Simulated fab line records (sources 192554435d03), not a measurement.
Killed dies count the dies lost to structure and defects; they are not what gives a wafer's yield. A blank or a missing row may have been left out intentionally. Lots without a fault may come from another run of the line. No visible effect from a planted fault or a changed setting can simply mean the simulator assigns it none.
What tool caused it? ; flow n5_finfet ; Sampling: 24 lots, 72 wafers, 2 of 1938 route steps

== WHAT THE GAUGES SHOWED, per wafer ==
N5_PMOS_HMC_CHANNEL_EPI_OVL_MEAS_10.
lot;measured;on;PMOS_HMC_BLK_OVL (nm)
L074;day 1 17:31;overlay-01;0.7 -0.1 0.0
L075;day 1 23:49;overlay-02;0.8 1.5 0.8
L076;day 2 06:43;overlay-01;-0.7 -1.3 -0.2
L077;day 2 11:27;overlay-01;0.9 1.2 0.9
L078;day 2 17:19;overlay-01;0.3 -1.0 0.4
L079;day 2 23:07;overlay-01;0.8 0.4 1.3
L080;day 3 05:36;overlay-02;0.6 0.5 0.7
L081;day 3 11:52;overlay-01;-0.2 -0.8 0.0
L082;day 3 17:09;overlay-02;0.1 0.1 -0.2
L083;day 4 00:00;overlay-01;1.1 -0.2 -0.3
L084;day 4 05:22;overlay-01;0.1 1.0 0.2
L085;day 4 12:02;overlay-01;-0.1 -0.1 0.1
L086;day 4 17:35;overlay-01;-0.7 -0.1 0.4
L087;day 4 23:19;overlay-02;0.5 -0.7 0.2
L088;day 5 05:09;overlay-02;-1.2 -0.9 -0.6
L089;day 5 11:13;overlay-02;-0.7 -0.5 -0.3
L090;day 5 17:55;overlay-01;-0.8 -0.2 -1.1
L091;day 5 23:34;overlay-02;0.7 0.9 -0.6
L092;day 6 05:34;overlay-02;-1.2 -0.4 -0.4
L093;day 6 11:32;overlay-01;-0.4 -0.1 0.3
L094;day 6 19:10;overlay-01;0.4 0.9 1.0
L095;day 6 23:55;overlay-01;0.5 -0.3 0.0
L096;day 7 05:14;overlay-02;0.6 0.5 1.0
L097;day 7 11:28;overlay-01;-0.3 -1.1 -0.9

== WHAT TOOL EACH LOT RAN ON (gives the tool, then ch and the chambers of the sampled wafers, and finally the start) ==
lot;N5_WELL_APT_DESCUM_13
L074;rie_diel-05 ch 1,3, day 1 13:59
L075;rie_diel-03 ch 1,2,3, day 1 20:26
L076;rie_diel-03 ch 0,1,2, day 2 01:56
L077;rie_diel-01 ch 0,1, day 2 07:47
L078;rie_diel-03 ch 1,2,3, day 2 13:48
L079;rie_diel-05 ch 0,1,3, day 2 19:48
L080;rie_diel-01 ch 0,3, day 3 01:58
L081;rie_diel-05 ch 0,3, day 3 07:50
L082;rie_diel-01 ch 2,3, day 3 13:48
L083;rie_diel-01 ch 0,3, day 3 20:15
L084;rie_diel-03 ch 0,1, day 4 01:55
L085;rie_diel-01 ch 1,2,3, day 4 08:37
L086;rie_diel-03 ch 0,2,3, day 4 14:20
L087;rie_diel-01 ch 0,3, day 4 19:51
L088;rie_diel-03 ch 0,2, day 5 01:59
L089;rie_diel-05 ch 0,1,2, day 5 07:53
L090;rie_diel-03 ch 0,2,3, day 5 14:13
L091;rie_diel-01 ch 0,3, day 5 19:58
L092;rie_diel-05 ch 1,2,3, day 6 01:46
L093;rie_diel-01 ch 1,2,3, day 6 07:48
L094;rie_diel-01 ch 0,3, day 6 15:12
L095;rie_diel-01 ch 0,1,2, day 6 20:35
L096;rie_diel-05 ch 0,2, day 7 01:55
L097;rie_diel-03 ch 1,2, day 7 08:06
- N5_WELL_APT_DESCUM_13: chemistry O2, time 7.9 s.

== WHAT THE TOOLS THEMSELVES READ (means of the sampled wafers that have a number; where no wafer has one, the mark that the record gives instead) ==
N5_WELL_APT_DESCUM_13.
lot;tool;drypump_motor_current_A (A);oes_product_au (a.u.);rf_fwd_power_W (W);rf_vpp_V (V);showerhead_plenum_p_Torr (Torr);throttle_valve_pct (%)
L074;rie_diel-05;5.5;0.78;49.68;243.7;2.09;20.54
L075;rie_diel-03;6.1;0.78;49.62;243.7;2.12;20.54
L076;rie_diel-03;6.0;0.72;49.67;242.2;2.05;20.54
L077;rie_diel-01;5.4;0.78;49.70;243.0;2.11;20.24
L078;rie_diel-03;6.1;0.77;49.79;243.4;2.12;20.56
L079;rie_diel-05;5.5;0.81;49.56;244.0;2.14;20.37
L080;rie_diel-01;5.1;0.95;49.58;241.6;2.07;20.24
L081;rie_diel-05;5.6;0.83;49.57;244.8;2.18;20.18
L082;rie_diel-01;5.4;0.89;49.92;243.3;2.07;20.55
L083;rie_diel-01;5.2;0.94;49.77;243.0;2.07;20.37
L084;rie_diel-03;6.3;0.70;49.74;242.1;2.04;20.62
L085;rie_diel-01;5.5;0.89;49.64;242.5;2.09;20.36
L086;rie_diel-03;5.7;0.84;49.70;242.5;2.09;20.34
L087;rie_diel-01;5.2;0.91;49.63;243.1;2.06;20.39
L088;rie_diel-03;5.8;0.86;49.78;242.8;2.04;20.38
L089;rie_diel-05;5.7;0.77;49.66;243.8;2.15;20.39
L090;rie_diel-03;5.7;0.83;49.79;242.7;2.08;20.37
L091;rie_diel-01;5.1;0.89;49.57;242.5;2.06;20.30
L092;rie_diel-05;5.7;0.74;49.79;242.9;2.10;20.51
L093;rie_diel-01;5.5;0.85;49.75;242.9;2.08;20.39
L094;rie_diel-01;5.2;0.88;49.64;242.4;2.06;20.42
L095;rie_diel-01;5.5;0.83;49.73;242.8;2.08;20.29
L096;rie_diel-05;5.9;0.74;49.66;244.2;2.17;20.31
L097;rie_diel-03;6.5;0.93;49.67;242.4;2.07;20.39

== THE ANSWER, worked out from the rows above alone ==
Rule: usual is defined by the lots themselves. Put in order of their means at a reading, lots are off if they are a third of the lots or fewer, leave a main group of 4 or more, and stand apart from it by a gap of 3 or more times the standard deviation of the main group's means; of several such gaps the widest counts. A main group whose means are all the same, to the digits that the tables above print for the reading, isn't used. A lot without any number at a reading at which 4 lots or more have one is off too. Any other lot the step has rows for is counted as sound. After the gauges, taken in route order, come the tools' own readings; for these a lot's mean is taken, as printed above. At the first step where some lot is off, the reading lying furthest off is the one used; lots without a number count as furthest.
No lot is off at any reading shown: from this, nothing can be told.

== WHAT HAD BEEN PUT IN BY THE SIMULATOR ==
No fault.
